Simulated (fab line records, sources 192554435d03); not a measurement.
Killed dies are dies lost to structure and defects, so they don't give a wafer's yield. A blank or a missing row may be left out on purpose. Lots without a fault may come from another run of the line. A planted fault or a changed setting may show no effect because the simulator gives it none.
One fault seen from 2 desks | flow n5_finfet | each desk has only its own numbers; what lay behind them comes last

THE METROLOGY DESK
What the gauges read, lot by lot, whatever tool the lot ran on: means of the sampled wafers that have a number. A lot is out of limits, marked OUT, if its mean lies more than 4 standard deviations from the usual mean; the brackets give that distance. Of its 17 readings 7 are shown: the one that was out of limits first, and those that lie furthest out on some lot.
Columns: A = DIBL_N at N5_BEOL_M4_RC_MEAS_101, usual 36.5 mV/V; B = DIBL_P at N5_BEOL_M4_RC_MEAS_101, usual 36.5 mV/V; C = ION_N at N5_BEOL_M4_RC_MEAS_101, usual 672 uA/um; D = REXT_N at N5_BEOL_M4_RC_MEAS_101, usual 75.8 ohm.um; E = REXT_P at N5_BEOL_M4_RC_MEAS_101, usual 100.6 ohm.um; F = SS_N at N5_BEOL_M4_RC_MEAS_101, usual 71.6 mV/dec; G = VT_N at N5_BEOL_M4_RC_MEAS_101, usual 250 mV
lot  | first seen here | A    | B    | C   | D    | E                | F    | G
L933 | day 8 17:55     | 37.0 | 34.7 | 672 | 75.5 | 98.9             | 71.5 | 249
L934 | day 8 21:14     | 35.7 | 35.9 | 676 | 76.0 | 101.5            | 71.5 | 249
L936 | day 9 02:34     | 33.4 | 33.6 | 675 | 76.1 | 101.1            | 70.3 | 253
L935 | day 9 07:04     | 38.9 | 38.5 | 677 | 76.8 | 101.1            | 71.9 | 247
L938 | day 10 07:00    | 37.3 | 37.4 | 672 | 74.7 | 99.6             | 72.5 | 250
L939 | day 10 10:29    | 35.7 | 34.5 | 665 | 75.6 | 100.0            | 70.7 | 250
L943 | day 11 16:50    | 38.8 | 37.4 | 686 | 74.8 | 102.1            | 72.3 | 245
L945 | day 11 17:17    | 37.9 | 37.1 | 660 | 75.9 | 99.8             | 72.5 | 252
L944 | day 11 18:54    | 37.0 | 37.1 | 661 | 74.8 | 98.5             | 72.6 | 249
L949 | day 12 09:49    | 33.7 | 32.7 | 654 | 81.2 | 109.9 (+5.2) OUT | 70.5 | 255
This desk's finding: out of limits on L949; first on L949, day 12 10:17 (REXT_P at N5_BEOL_M4_RC_MEAS_101). In limits: L933, L934, L936, L935, L938, L939, L943, L945, L944.

THE TOOL OWNER'S DESK: ald_sin-01
The tool's own readings at N5_SPACER0_ALD_08 (deposits SiNx, target thk 2 nm): means of the sampled wafers that have a number, for each lot that ran on this tool. A lot is out of limits, marked OUT, if its mean lies more than 4 standard deviations from the usual mean; the brackets give that distance.
Columns: A = heater_power_w at N5_SPACER0_ALD_08, usual 803 W
lot  | first seen here | A
L933 | day 3 11:58     | 795
L936 | day 4 07:35     | 865
L943 | day 6 01:20     | 767
L945 | day 6 12:46     | 779
L949 | day 7 12:43     | 777
This desk's finding: nothing out of limits on any of the 5 lots.

PUT TOGETHER
The metrology desk could have raised an alarm at day 12 10:17, on L949.
The tool owner's desk saw nothing out of limits.
The tool owner's desk has L949 on record, within its limits.
Of the lots named, all ran N5_SPACER0_ALD_08 on ald_sin-01.

WHAT THE SIMULATOR HAD PUT IN
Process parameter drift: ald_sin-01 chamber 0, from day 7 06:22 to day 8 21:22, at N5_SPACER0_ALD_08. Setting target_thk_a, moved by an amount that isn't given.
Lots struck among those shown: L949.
Hours from the fault's start to each desk's first reading out of limits: the metrology desk, 124.
